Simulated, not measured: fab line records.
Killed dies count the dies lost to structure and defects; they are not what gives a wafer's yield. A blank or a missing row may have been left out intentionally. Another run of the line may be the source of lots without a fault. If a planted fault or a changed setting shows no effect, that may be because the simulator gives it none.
fab line records | flow nandHarc
record: lots: 6 | wafers: 16 | lastDay: 25
route steps=1159 shown A_SOURCE_PLATE@416 A_ONON_D1@424 END@1159
lots that met no fault: taken from a fault-free run of the same line
startH: hours from the record's opening day to when the first of the lot's shown wafers began | waitH: hours elapsed since this lot's preceding step | " unchanged from the row above | L1.1+2: one row covering several wafers at once | - value missing, or start not given | * or withheld: withheld | < > ~ a bound
route shown NAME@n: names a module that has steps shown in the file, with the first one's number in the route | usual: the fault-free wafers' mean and standard deviation | same: alike in all rows | chamber/n: place in a boat | sites: readings site by site | _std_site: their standard deviation | _edge_site: inner sites' mean taken away from outer sites' mean | radiusMm: how far each site lies from the wafer's centre | mask NAME#n: copy n | behind: the most recent tool/chamber to have shaped the wafer | hold: cause of the lot's hold/its duration in hours/its outcome | device: whichever transistor did not switch (one of n, p or np) | end of line: the route-end tests of the same wafers | a step with no rows: only its recipe | killed: count of dies lost to structure and defects at first sort (not the wafer's yield) | map: a wafer's dies, x killed, . not, _ none there
set.NAME: the setting as run; set.NAME@STEP: as run at that earlier step | model.NAME: the simulator's own value behind a step, which no gauge read
lots seen at some steps along the route; tables by step, rows by wafer
services: a tool's chamber out of use, with start hour (startH, from the record's first day; less than 0 if before it), hours out, and reason
== steps ==
step: NHARC_A_SOURCE_PLATE_THK_MEAS_09
recipe: thkMeasGauge: ellipsometry
usual: thkNm: 9.7/1
lot.wafer | tool         | chamber | startH | waitH | thkNm
L326.2    | filmMetro-01 | -       | 162.65 | 0.4   | 9.9
L326.4    | "            | -       | "      | "     | 10.1
L326.6    | "            | -       | "      | "     | 9.1
L330.1    | filmMetro-01 | -       | 180.84 | 0.4   | 9.8
L330.5    | "            | -       | "      | "     | 8.8
L331.5    | filmMetro-01 | -       | 193.02 | 0.4   | 9.0
L331.6    | "            | -       | "      | "     | 9.8
L340.1    | filmMetro-01 | -       | 243.96 | 0.4   | 8.4
L340.3    | "            | -       | "      | "     | 9.7
L340.5    | "            | -       | "      | "     | 11.1
L342.4    | filmMetro-02 | -       | 252.64 | 0.4   | 8.6
L342.5    | "            | -       | "      | "     | 8.9
L342.6    | "            | -       | "      | "     | 11.7
L346.3    | filmMetro-01 | -       | 278.80 | 0.4   | 9.9
L346.4    | "            | -       | "      | "     | 8.7
L346.5    | "            | -       | "      | "     | 10.4
step: NHARC_A_SOURCE_PLATE_PVD_04
recipe: targetThkA: 500 | material: WSi2
step: NHARC_A_SOURCE_PLATE_CVD_03
recipe: targetThkA: 2000 | tempC: 620 | pressureMtorr: 200 | timeS: 4000 | material: poly-Si
step: NHARC_A_SOURCE_PLATE_ANNEAL_05
recipe: tempC: 850 | timeS: 1800
step: NHARC_A_SOURCE_PLATE_THK_MEAS_06
recipe: thkMeasGauge: ellipsometry
usual: thkNm: 200.1/2.2
lot.wafer | tool         | chamber | startH | waitH | thkNm
L326.2    | filmMetro-01 | -       | 178.75 | 0.4   | 201.5
L326.4    | "            | -       | "      | "     | 200.0
L326.6    | "            | -       | "      | "     | 198.4
L330.1    | filmMetro-01 | -       | 194.01 | 0.4   | 200.4
L330.5    | "            | -       | "      | "     | 200.9
L331.5    | filmMetro-01 | -       | 205.99 | 0.4   | 201.7
L331.6    | "            | -       | "      | "     | 200.5
L340.1    | filmMetro-02 | -       | 257.07 | 0.4   | 199.9
L340.3    | "            | -       | "      | "     | 200.6
L340.5    | "            | -       | "      | "     | 200.6
L342.4    | filmMetro-01 | -       | 265.44 | 0.4   | 202.4
L342.5    | "            | -       | "      | "     | 198.3
L342.6    | "            | -       | "      | "     | 199.9
L346.3    | filmMetro-02 | -       | 292.01 | 0.4   | 199.5
L346.4    | "            | -       | "      | "     | 200.2
L346.5    | "            | -       | "      | "     | 200.0
step: NHARC_A_SOURCE_PLATE_INSPECT_08
usual: rawDefectCount: 61/23
lot.wafer | tool             | chamber | startH | waitH | rawDefectCount
L326.2    | defectInspect-01 | -       | 178.83 | 0.0   | 46
L326.4    | "                | -       | "      | "     | 27
L326.6    | "                | -       | "      | "     | 72
L330.1    | defectInspect-02 | -       | 194.07 | 0.0   | 41
L330.5    | "                | -       | "      | "     | 49
L331.5    | defectInspect-02 | -       | 206.05 | 0.0   | 32
L331.6    | "                | -       | "      | "     | 47
L340.1    | defectInspect-02 | -       | 257.16 | 0.0   | 91
L340.3    | "                | -       | "      | "     | 39
L340.5    | "                | -       | "      | "     | 59
L342.4    | defectInspect-01 | -       | 265.50 | 0.0   | 57
L342.5    | "                | -       | "      | "     | 52
L342.6    | "                | -       | "      | "     | 59
L346.3    | defectInspect-02 | -       | 292.11 | 0.0   | 98
L346.4    | "                | -       | "      | "     | 55
L346.5    | "                | -       | "      | "     | 68
step: NHARC_A_ONON_D1_DEP_00
recipe: targetThkA: 10000 | n2FlowSccm: 2750 | n2oFlowSccm: 2000 | nh3FlowSccm: 500 | sih4FlowSccm: 210 | tempC: 400
step: NHARC_A_ONON_D1_THK_MEAS_02
recipe: thkMeasGauge: ellipsometry
usual: thkNm: 1003/9.6
lot.wafer | tool         | chamber | startH | waitH | thkNm
L326.2    | filmMetro-02 | -       | 179.41 | -     | 999
L326.4    | "            | -       | "      | "     | 999
L326.6    | "            | -       | "      | "     | 998
L330.1    | filmMetro-02 | -       | 194.66 | -     | 1009
L330.5    | "            | -       | "      | "     | 1008
L331.5    | filmMetro-01 | -       | 206.63 | -     | 1009
L331.6    | "            | -       | "      | "     | 1009
L340.1    | filmMetro-02 | -       | 257.73 | -     | 995
L340.3    | "            | -       | "      | "     | 997
L340.5    | "            | -       | "      | "     | 995
L342.4    | filmMetro-01 | -       | 266.07 | -     | 1009
L342.5    | "            | -       | "      | "     | 1011
L342.6    | "            | -       | "      | "     | 1014
L346.3    | filmMetro-02 | -       | 292.69 | -     | 996
L346.4    | "            | -       | "      | "     | 997
L346.5    | "            | -       | "      | "     | 995
step: NHARC_A_ONON_D1_DEP_03
recipe: targetThkA: 10000 | n2FlowSccm: 2750 | n2oFlowSccm: 2000 | nh3FlowSccm: 500 | sih4FlowSccm: 210 | tempC: 400
step: NHARC_A_ONON_D1_THK_MEAS_05
recipe: thkMeasGauge: ellipsometry
usual: thkNm: 1000/9.2
lot.wafer | tool         | chamber | startH | waitH | thkNm
L326.2    | filmMetro-01 | -       | 180.09 | -     | 979
L326.4    | "            | -       | "      | "     | 976
L326.6    | "            | -       | "      | "     | 976
L330.1    | filmMetro-01 | -       | 195.22 | -     | 993
L330.5    | "            | -       | "      | "     | 992
L331.5    | filmMetro-01 | -       | 207.19 | -     | 999
L331.6    | "            | -       | "      | "     | 998
L340.1    | filmMetro-02 | -       | 258.73 | -     | 1008
L340.3    | "            | -       | "      | "     | 1007
L340.5    | "            | -       | "      | "     | 1008
L342.4    | filmMetro-01 | -       | 266.64 | -     | 997
L342.5    | "            | -       | "      | "     | 997
L342.6    | "            | -       | "      | "     | 994
L346.3    | filmMetro-02 | -       | 293.26 | -     | 1006
L346.4    | "            | -       | "      | "     | 1006
L346.5    | "            | -       | "      | "     | 1005
step: NHARC_A_ONON_D1_DEP_06
recipe: targetThkA: 10000 | n2FlowSccm: 2750 | n2oFlowSccm: 2000 | nh3FlowSccm: 500 | sih4FlowSccm: 210 | tempC: 400
usual: susceptorTempC: 400.02/0.25
lot.wafer | tool         | chamber | startH | waitH | susceptorTempC
L326.2    | pecvdOnon-02 | 0       | 180.34 | 0.2   | 400.48
L326.4    | "            | 0       | "      | "     | 400.19
L326.6    | "            | 0       | "      | "     | 400.27
L330.1    | pecvdOnon-02 | 0       | 195.28 | 0.1   | 400.14
L330.5    | "            | 0       | "      | "     | 400.19
L331.5    | pecvdOnon-02 | 0       | 207.48 | 0.3   | 399.89
L331.6    | "            | 0       | "      | "     | 399.83
L340.1    | pecvdOnon-01 | 0       | 258.95 | 0.2   | 399.83
L340.3    | "            | 0       | "      | "     | 399.78
L340.5    | "            | 0       | "      | "     | 399.91
L342.4    | pecvdOnon-02 | 0       | 266.86 | 0.2   | 400.01
L342.5    | "            | 0       | "      | "     | 400.17
L342.6    | "            | 0       | "      | "     | 400.13
L346.3    | pecvdOnon-04 | 0       | 293.43 | 0.2   | 400.27
L346.4    | "            | 0       | "      | "     | 400.41
L346.5    | "            | 0       | "      | "     | 400.28
step: NHARC_A_ONON_D1_THK_MEAS_08
recipe: thkMeasGauge: ellipsometry
usual: thkNm: 1001/8.6
lot.wafer | tool         | chamber | startH | waitH | thkNm
L326.2    | filmMetro-01 | -       | 180.79 | -     | 993
L326.4    | "            | -       | "      | "     | 992
L326.6    | "            | -       | "      | "     | 992
L330.1    | filmMetro-01 | -       | 195.79 | -     | 593
L330.5    | "            | -       | "      | "     | 1003
L331.5    | filmMetro-01 | -       | 207.76 | -     | 994
L331.6    | "            | -       | "      | "     | 586
L340.1    | filmMetro-01 | -       | 259.47 | -     | 1010
L340.3    | "            | -       | "      | "     | 1015
L340.5    | "            | -       | "      | "     | 1011
L342.4    | filmMetro-02 | -       | 267.20 | -     | 1015
L342.5    | "            | -       | "      | "     | 1014
L342.6    | "            | -       | "      | "     | 1015
L346.3    | filmMetro-02 | -       | 293.83 | -     | 1016
L346.4    | "            | -       | "      | "     | 1015
L346.5    | "            | -       | "      | "     | 1017
step: NHARC_A_ONON_D1_DEP_09
recipe: targetThkA: 10000 | n2FlowSccm: 2750 | n2oFlowSccm: 2000 | nh3FlowSccm: 500 | sih4FlowSccm: 210 | tempC: 400
step: NHARC_END_SORT_01
recipe: tempC: 25
usual: killedAtArray: 25/9.8 | killedAtOther: 0.8/1.1 | killedAtPeriphery: 3.3/2.1 | killedDies: 29/10 | killedOpen: 3.3/1.8 | killedShort: 1.9/1.4
same: grossDies: 677
lot.wafer | tool      | chamber | startH | waitH | killedAtArray | killedAtOther | killedAtPeriphery | killedDies | killedOpen | killedShort
L330.1    | prober-01 | 0       | 483.54 | 2.5   | 674           | 0             | 3                 | 677        | 3          | 4
L330.5    | prober-01 | 0       | 486.72 | 3.7   | 11            | 0             | 3                 | 14         | 3          | 2
L331.5    | prober-01 | 0       | 505.28 | 3.7   | 19            | 0             | 5                 | 24         | 2          | 2
L331.6    | prober-01 | 0       | 506.08 | 4.0   | 671           | 0             | 6                 | 677        | 4          | 0
L346.3    | prober-01 | 0       | 588.75 | 3.1   | 16            | 0             | 2                 | 18         | 5          | 0
L346.4    | prober-01 | 0       | 589.54 | 3.4   | 8             | 0             | 2                 | 10         | 3          | 1
L346.5    | prober-01 | 0       | 590.33 | 3.7   | 21            | 0             | 6                 | 27         | 7          | 3
killed by level:class
L330.1 A_ONON_D1:areaDep=649 A_CHANNEL_HOLE_D1:chamberFilmFlake=11 A_STAIRCASE:chamberFilmFlake=4 A_WL_FILL:geometricParticle:short=2 P_STI:chamberFilmFlake=2 A_CHANNEL_FILL_D1:geometricParticle:open=1 A_CONTACT:geometricParticle:open=1 A_M0:geometricParticle:open=1
L330.5 A_CHANNEL_HOLE_D1:chamberFilmFlake=4 P_ZERO_WELL:chamberFilmFlake=2 A_SLIT:geometricParticle:short=1 A_WL_FILL:geometricParticle:open=1 A_CONTACT:geometricParticle:open=1 A_CONTACT:geometricParticle:short=1 A_M0:geometricParticle:open=1 P_STI:chamberFilmFlake=1
L331.5 A_STAIRCASE:chamberFilmFlake=5 A_CHANNEL_HOLE_D1:chamberFilmFlake=4 P_CONTACT:chamberFilmFlake=3 A_CONTACT:chamberFilmFlake=3 P_STI:chamberFilmFlake=2 A_CHANNEL_FILL_D1:chamberFilmFlake=2 A_CHANNEL_FILL_D1:geometricParticle:short=1 A_CHANNEL_FILL_D1:geometricParticle:open=1
L331.6 A_ONON_D1:areaDep=657 P_CONTACT:chamberFilmFlake=3 A_STAIRCASE:chamberFilmFlake=3 A_CHANNEL_FILL_D1:geometricParticle:open=2 A_CONTACT:geometricParticle:open=2 P_GATE:chamberFilmFlake=2 A_CHANNEL_HOLE_D1:chamberFilmFlake=2 A_CHANNEL_FILL_D1:chamberFilmFlake=2
L346.3 A_CHANNEL_HOLE_D1:chamberFilmFlake=11 P_CONTACT:geometricParticle:open=1 P_M0:geometricParticle:open=1 A_ONON_D1:geometricParticle:open=1 A_CHANNEL_HOLE_D1:geometricParticle:open=1 A_CHANNEL_FILL_D1:geometricParticle:open=1 A_SLIT:chamberFilmFlake=1 A_CONTACT:chamberFilmFlake=1
L346.4 A_STAIRCASE:chamberFilmFlake=2 A_CONTACT:chamberFilmFlake=2 P_GATE:geometricParticle:open=1 A_CHANNEL_FILL_D1:geometricParticle:open=1 A_BLC:geometricParticle:short=1 A_M0:geometricParticle:open=1 P_M2:chamberFilmFlake=1 A_CHANNEL_HOLE_D1:chamberFilmFlake=1
L346.5 A_CHANNEL_HOLE_D1:chamberFilmFlake=8 A_CONTACT:chamberFilmFlake=5 P_GATE:geometricParticle:open=2 A_WL_FILL:geometricParticle:open=2 A_CONTACT:geometricParticle:open=2 P_CONTACT:geometricParticle:open=1 A_ONON_D1:geometricParticle:short=1 A_WL_FILL:geometricParticle:short=1
map L330.1 (x killed, . not)
____________x____________
_________xxxxxxx_________
_______xxxxxxxxxxx_______
______xxxxxxxxxxxxx______
_____xxxxxxxxxxxxxxx_____
____xxxxxxxxxxxxxxxxx____
____xxxxxxxxxxxxxxxxx____
___xxxxxxxxxxxxxxxxxxx___
___xxxxxxxxxxxxxxxxxxx___
__xxxxxxxxxxxxxxxxxxxxx__
__xxxxxxxxxxxxxxxxxxxxx__
_xxxxxxxxxxxxxxxxxxxxxxx_
_xxxxxxxxxxxxxxxxxxxxxxx_
_xxxxxxxxxxxxxxxxxxxxxxx_
_xxxxxxxxxxxxxxxxxxxxxxx_
_xxxxxxxxxxxxxxxxxxxxxxx_
xxxxxxxxxxxxxxxxxxxxxxxxx
xxxxxxxxxxxxxxxxxxxxxxxxx
xxxxxxxxxxxxxxxxxxxxxxxxx
xxxxxxxxxxxxxxxxxxxxxxxxx
xxxxxxxxxxxxxxxxxxxxxxxxx
_xxxxxxxxxxxxxxxxxxxxxxx_
_xxxxxxxxxxxxxxxxxxxxxxx_
_xxxxxxxxxxxxxxxxxxxxxxx_
_xxxxxxxxxxxxxxxxxxxxxxx_
_xxxxxxxxxxxxxxxxxxxxxxx_
__xxxxxxxxxxxxxxxxxxxxx__
__xxxxxxxxxxxxxxxxxxxxx__
___xxxxxxxxxxxxxxxxxxx___
___xxxxxxxxxxxxxxxxxxx___
____xxxxxxxxxxxxxxxxx____
____xxxxxxxxxxxxxxxxx____
_____xxxxxxxxxxxxxxx_____
______xxxxxxxxxxxxx______
_______xxxxxxxxxxx_______
_________xxxxxxx_________
____________x____________
map L331.6 (x killed, . not)
____________x____________
_________xxxxxxx_________
_______xxxxxxxxxxx_______
______xxxxxxxxxxxxx______
_____xxxxxxxxxxxxxxx_____
____xxxxxxxxxxxxxxxxx____
____xxxxxxxxxxxxxxxxx____
___xxxxxxxxxxxxxxxxxxx___
___xxxxxxxxxxxxxxxxxxx___
__xxxxxxxxxxxxxxxxxxxxx__
__xxxxxxxxxxxxxxxxxxxxx__
_xxxxxxxxxxxxxxxxxxxxxxx_
_xxxxxxxxxxxxxxxxxxxxxxx_
_xxxxxxxxxxxxxxxxxxxxxxx_
_xxxxxxxxxxxxxxxxxxxxxxx_
_xxxxxxxxxxxxxxxxxxxxxxx_
xxxxxxxxxxxxxxxxxxxxxxxxx
xxxxxxxxxxxxxxxxxxxxxxxxx
xxxxxxxxxxxxxxxxxxxxxxxxx
xxxxxxxxxxxxxxxxxxxxxxxxx
xxxxxxxxxxxxxxxxxxxxxxxxx
_xxxxxxxxxxxxxxxxxxxxxxx_
_xxxxxxxxxxxxxxxxxxxxxxx_
_xxxxxxxxxxxxxxxxxxxxxxx_
_xxxxxxxxxxxxxxxxxxxxxxx_
_xxxxxxxxxxxxxxxxxxxxxxx_
__xxxxxxxxxxxxxxxxxxxxx__
__xxxxxxxxxxxxxxxxxxxxx__
___xxxxxxxxxxxxxxxxxxx___
___xxxxxxxxxxxxxxxxxxx___
____xxxxxxxxxxxxxxxxx____
____xxxxxxxxxxxxxxxxx____
_____xxxxxxxxxxxxxxx_____
______xxxxxxxxxxxxx______
_______xxxxxxxxxxx_______
_________xxxxxxx_________
____________x____________
== services ==
tool         | chamber | startH | hours | kind
pecvdOnon-01 | -       | 195.04 | 13.0  | pm
pecvdOnon-04 | -       | 237.37 | 13.0  | pm
pecvdOnon-02 | -       | 292.00 | 13.0  | pm
== key ==
firstSign: step: NHARC_A_ONON_D1_THK_MEAS_08 | reading: thkNm | direction: down | sigmas: 48 | usual: 1001 | struck: 589
effect: step: NHARC_END_SORT_01 | reading: killedAtArray | direction: up | sigmas: 66 | usual: 25 | struck: 672
moreKillsBornAt: NHARC_A_ONON_D1_DEP_06@pecvdOnon-02: 1306
metAt NHARC_A_ONON_D1_DEP_06
struckWafers L330.1,L331.6
laterRowsLeftOut L330.1,L331.6
testerLeftOut L330,L331
onsetBetween 180.34 195.28
fault: kind: processParameterDrift | tool: pecvdOnon-02 | chamber: - | onsetH: 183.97 | steps: NHARC_A_ONON_D1_DEP_06 | channel: targetThkA | offset: * | shape: step | endH: 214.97 | scope: struckWafersOnly | actsIn: * | stated: *
testerLeftOut: of these lots the tester's yield and bins aren't shown, on N5 and GAA mostly nor the transistor test; their killed dies are dies lost to structure and defects alone, not to doping, threshold or leakage, so they don't give the yield
laterRowsLeftOut: the simulator's readings of these wafers behind a module that went badly wrong aren't trusted and aren't shown, but for the sort
